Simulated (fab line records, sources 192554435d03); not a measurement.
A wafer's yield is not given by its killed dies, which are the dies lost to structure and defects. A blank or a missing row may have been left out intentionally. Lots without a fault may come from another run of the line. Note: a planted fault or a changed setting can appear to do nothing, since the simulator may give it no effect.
Split-lot experiment	flow n5-finfet	route with 1938 steps; 7 lots, 21 wafers read

ON THE SPLIT
At N5_ZERO_LAYER_PECVD_02 (deposits SiO2 from SiH4/N2O, target thk 10 nm, time 6 s), the setting time-s was moved away from the recipe's 6 s on 8 of the 21 wafers read, by -9.1% to +7.4%. For the rest of the wafers, this setting stayed at what the recipe calls for.

The split's own step is where the reading is taken.

THE READING
SiO2_of_ZERO_LAYER_PECVD_02.thk-nm (the simulator's own value, which no gauge read), in nm, at N5_ZERO_LAYER_PECVD_02 (deposits SiO2 from SiH4/N2O, target thk 10 nm, time 6 s). The file gives no usual value for it. Average 9.915 nm, standard deviation 0.15 nm, over the 13 wafers here run with the recipe.

wafer	tool, chamber at the split	time-s as run, s	against the recipe	SiO2_of_ZERO_LAYER_PECVD_02.thk-nm, nm	against lot-mates on the recipe
L076.1	pecvd-02, 1	6	recipe	9.886	-
L076.3	pecvd-02, 2	6	recipe	9.788	-
L076.4	pecvd-02, 1	6	recipe	10.06	-
L086.2	pecvd-03, 1	6	recipe	10.23	-
L086.3	pecvd-03, 2	5.582	-7.0%	9.312	-0.918
L086.4	pecvd-03, 0	5.582	-7.0%	9.163	-1.067
L087.1	pecvd-01, 1	5.73	-4.5%	9.241	-0.508
L087.2	pecvd-01, 2	6	recipe	9.735	-
L087.6	pecvd-01, 1	6	recipe	9.764	-
L089.1	pecvd-03, 0	6	recipe	9.838	-
L089.4	pecvd-03, 0	5.455	-9.1%	8.947	-1.027
L089.5	pecvd-03, 2	6	recipe	10.11	-
L090.2	pecvd-03, 0	6.442	+7.4%	10.41	+0.496
L090.4	pecvd-03, 2	6.442	+7.4%	11.05	+1.136
L090.5	pecvd-03, 0	6	recipe	9.914	-
L092.2	pecvd-03, 0	6	recipe	9.721	-
L092.3	pecvd-03, 2	6	recipe	10.03	-
L092.4	pecvd-03, 0	6	recipe	9.925	-
L094.1	pecvd-01, 0	6	recipe	9.897	-
L094.5	pecvd-01, 1	6.34	+5.7%	10.74	+0.843
L094.6	pecvd-01, 2	6.34	+5.7%	10.71	+0.813

THE FIT
A straight line over all 21 wafers: SiO2_of_ZERO_LAYER_PECVD_02.thk-nm changes by +0.114 nm for each +1% of time-s; r = +0.94; the points scatter about the line by 0.18 nm.
The same after taking each lot's own level away (the mean of its wafers on the recipe; 21 wafers): +0.126 nm for each +1%; r = +0.96; scatter 0.15 nm.
On that fit, the largest move of time-s shifts the reading by 1.1 nm.
Across the lots, their own levels run from 9.7495 to 10.2300 nm, a range of 3.2 times the standard deviation given above.
So the lot-to-lot level changes the slope little: the two slopes agree.
Check: with one of the wafers moved furthest among these (-9.1%) left out of the fit, the line predicts -1.19 nm for it against its lot-mates. Against them it came out at -1.03 nm.

FILE'S OWN FIT
SiO2_of_ZERO_LAYER_PECVD_02.thk-nm changes by +0.123 nm for each +1% of time-s, r = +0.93.
